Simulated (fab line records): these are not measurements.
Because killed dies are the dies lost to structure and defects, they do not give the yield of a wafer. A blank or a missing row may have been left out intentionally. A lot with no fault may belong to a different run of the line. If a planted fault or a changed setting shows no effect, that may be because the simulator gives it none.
One fault seen from 2 desks -- flow n5_finfet -- each desk holds nothing but its own numbers, with what lay behind them at the end

## METROLOGY DESK
What the gauges read for every lot (on any tool): the sampled wafers with a number, averaged. The brackets show how far a lot's mean lies from the usual mean; more than 4 standard deviations puts the lot out of limits, marked OUT. Of its 11 readings 7 are shown: those that lie furthest out on some lot.
Columns: A = DIBL_N at N5_BEOL_M4_RC_MEAS_101, usual 36.2 mV/V; B = DIBL_P at N5_BEOL_M4_RC_MEAS_101, usual 36.2 mV/V; C = IOFF_P at N5_BEOL_M4_RC_MEAS_101, usual 0.21 nA/um; D = ION_P at N5_BEOL_M4_RC_MEAS_101, usual 463 uA/um; E = SS_N at N5_BEOL_M4_RC_MEAS_101, usual 71.5 mV/dec; F = VT_N at N5_BEOL_M4_RC_MEAS_101, usual 250 mV; G = VT_P at N5_BEOL_M4_RC_MEAS_101, usual -250 mV
lot,first seen here,A,B,C,D,E,F,G
L249,day 2 08:22,33.3,32.2,0.14,456,70.1,255,-257
L250,day 2 14:45,32.9,36.0,0.15,455,71.3,255,-258
L251,day 2 20:34,36.4,37.4,0.23,464,71.3,249,-247
L252,day 3 02:29,37.6,36.7,0.18,449,71.9,253,-257
L261,day 5 09:56,36.0,34.9,0.23,470,71.9,248,-248
L262,day 5 17:47,37.7,36.8,0.27,471,72.2,249,-246
L263,day 6 00:49,35.4,37.3,0.20,465,71.5,248,-252
L264,day 6 06:29,36.6,34.6,0.23,463,71.7,250,-247
L265,day 6 09:08,38.1,38.0,0.25,471,71.4,248,-249
L270,day 7 15:05,34.4,34.0,0.20,461,71.1,254,-250
This desk's verdict: no lot among the 10 shows anything out of limits.

## THE TOOL OWNER'S DESK: rie_si-04
The tool's own readings at N5_FIN_CUT_CUT_ETCH_15 (etches Si in HBr/Cl2/O2, target depth 100 nm, bt time 10 s, time 42.4 s): means of the sampled wafers that have a number, for each lot that ran on this tool. The brackets show how far a lot's mean lies from the usual mean; more than 4 standard deviations puts the lot out of limits, marked OUT.
Columns: A = drypump_motor_current_A at N5_FIN_CUT_CUT_ETCH_15, usual 5.7 A; B = oes_product_au at N5_FIN_CUT_CUT_ETCH_15, usual 0.996 a.u.; C = throttle_valve_pct at N5_FIN_CUT_CUT_ETCH_15, usual 37.4 %
lot,first seen here,A,B,C
L249,day 2 09:40,5.6,0.984,37.6
L250,day 2 16:04,5.6,0.996,37.4
L251,day 2 21:52,5.6,0.999,37.5
L252,day 3 03:55,5.8,1.000,37.3
L263,day 6 02:23,5.8,1.008,37.3
L265,day 6 10:20,5.6,0.997,37.5
This desk's verdict: no lot among the 6 shows anything out of limits.

## TAKEN TOGETHER
Nothing out of limits was seen by the metrology desk.
The desk of the tool owner found nothing out of limits.

## WHAT WAS PUT IN BY THE SIMULATOR
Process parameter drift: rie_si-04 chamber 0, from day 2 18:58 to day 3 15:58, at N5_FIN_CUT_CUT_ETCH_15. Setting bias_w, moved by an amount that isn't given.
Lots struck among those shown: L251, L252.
